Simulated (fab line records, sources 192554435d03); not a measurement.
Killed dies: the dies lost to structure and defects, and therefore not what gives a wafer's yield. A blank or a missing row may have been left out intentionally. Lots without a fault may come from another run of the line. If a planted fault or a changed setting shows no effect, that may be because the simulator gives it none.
Matching of chambers -- flow n5Finfet -- 3 sister chambers for N5_FIN_SAQP_HM_DEP_72 on pecvd-03
The step deposits SiO2 from SiH4/N2O, target thk 12 nm, time 7.2 s. 18 wafers are shown with their chamber, then 9 later ones without.

== WAFERS WITH THEIR CHAMBER ==
wafer,chamber,showerheadPlenumPTorr (Torr),heaterPowerW (W),rfFwdPowerW (W)
L078.2,0,8.42,832,273.0
L078.4,1,8.24,865,275.3
L078.6,1,8.25,872,274.7
L080.1,1,8.22,896,274.1
L080.3,2,7.90,782,273.2
L080.6,2,7.90,798,273.0
L083.1,0,8.39,942,273.6
L083.4,1,8.24,909,272.1
L083.5,0,8.40,918,273.6
L084.3,2,7.91,717,273.3
L084.5,2,7.89,707,272.6
L084.6,0,8.40,926,273.6
L085.2,0,8.39,769,274.5
L085.4,0,8.38,786,272.7
L085.5,2,7.90,776,271.8
L087.3,2,7.87,754,273.2
L087.4,1,8.23,773,273.1
L087.6,0,8.41,917,274.3

SIGNATURES, as means of the wafers listed above
reading,chamber 0,chamber 1,chamber 2,scatter within a chamber
showerheadPlenumPTorr,8.3986,8.2360,7.8950,0.0131
heaterPowerW,870.00,863.00,755.67,57.6
rfFwdPowerW,273.614,273.860,272.850,0.841
Rule: for each reading, subtract the chamber's mean from the wafer's reading, divide by that reading's scatter and square the result; add these up over the readings and take the root, which gives the wafer's distance from the chamber. If the next closest chamber is less than 2 further off than the closest, the wafer can't be placed; otherwise it belongs to the closest. The scatter: take each reading less its chamber's mean, square it, sum over the shown wafers, divide by the number of wafers less the number of chambers, and take the root.

== WAFERS WITH NO CHAMBER GIVEN ==
wafer,showerheadPlenumPTorr (Torr),heaterPowerW (W),rfFwdPowerW (W)
L091.1,7.90,784,273.2
L091.2,8.42,911,273.2
L091.3,8.25,788,273.8
L093.2,8.23,812,272.9
L093.5,8.23,804,274.0
L093.6,8.40,908,274.8
L096.2,8.24,772,274.1
L096.4,8.25,793,274.2
L096.6,8.40,777,273.8

== CHAMBER TAKEN BY EACH ==
wafer,from the rows above,in truth
L091.1,2,2
L091.2,0,0
L091.3,1,1
L093.2,1,1
L093.5,1,1
L093.6,0,0
L096.2,1,1
L096.4,1,1
L096.6,0,0
Placed correctly: 9 of 9. Number that these rows cannot place: 0. Wrongly placed: 0.
